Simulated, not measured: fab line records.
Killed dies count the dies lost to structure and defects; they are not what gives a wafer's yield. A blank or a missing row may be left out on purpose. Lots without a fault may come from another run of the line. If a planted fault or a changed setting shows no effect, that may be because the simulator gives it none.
What tool caused it? + flow n5 finfet + route of 1938 steps, sampled at 1 step: 11 lots, 33 wafers

WHAT THE GAUGES SHOWED, per wafer
N5_BEOL_M11_OCD_MEAS_38.
| lot  | measured     | on     | trench depth nm (nm) |
|------|--------------|--------|----------------------|
| L325 | day 10 20:13 | ocd-01 | 147.9 149.5 154.1    |
| L324 | day 10 21:10 | ocd-02 | 155.5 149.5 153.9    |
| L331 | day 12 10:07 | ocd-02 | 148.2 153.5 152.1    |
| L333 | day 12 22:35 | ocd-01 | 148.0 146.6 153.0    |
| L335 | day 13 12:22 | ocd-01 | 147.0 152.6 151.0    |
| L338 | day 13 19:24 | ocd-01 | 146.6 148.5 145.1    |
| L336 | day 14 00:08 | ocd-01 | 147.9 150.5 149.4    |
| L339 | day 14 16:42 | ocd-02 | 145.8 154.0 149.2    |
| L342 | day 14 23:23 | ocd-02 | 152.5 153.4 149.1    |
| L343 | day 15 09:28 | ocd-01 | 149.9 150.7 151.0    |
| L345 | day 16 09:08 | ocd-02 | 149.4 149.6 147.7    |

WHICH TOOL RAN EACH LOT (tool, then ch and the chambers of the sampled wafers, then the start)
No process step before these readings appears in the record.

WHAT THE TOOLS THEMSELVES READ (means of the sampled wafers that have a number; where no wafer has one, the mark that the record gives instead)
The record holds no such reading with a usual standard deviation.

THE ANSWER, worked out from the rows above alone
Rule: the usual values come from the lots themselves. Put in order of their means at a reading, lots are off if they are a third of the lots or fewer, leave a main group of 4 or more, and stand apart from it by a gap of 3 or more times the standard deviation of the main group's means; of several such gaps the widest counts. A main group is skipped when, at the precision printed for the reading in the tables above, its means are all equal. A lot without any number at a reading at which 4 lots or more have one is off too. Where the step has rows for the other lots, those lots are counted as sound. After the gauges, taken in route order, come the tools' own readings; for these a lot's mean is taken, as printed above. At the first step where some lot is off, the reading lying furthest off is the one used; lots without a number count as furthest.
Across all readings shown, no lot is off: no conclusion can be drawn from this.

WHAT THE SIMULATOR PUT IN
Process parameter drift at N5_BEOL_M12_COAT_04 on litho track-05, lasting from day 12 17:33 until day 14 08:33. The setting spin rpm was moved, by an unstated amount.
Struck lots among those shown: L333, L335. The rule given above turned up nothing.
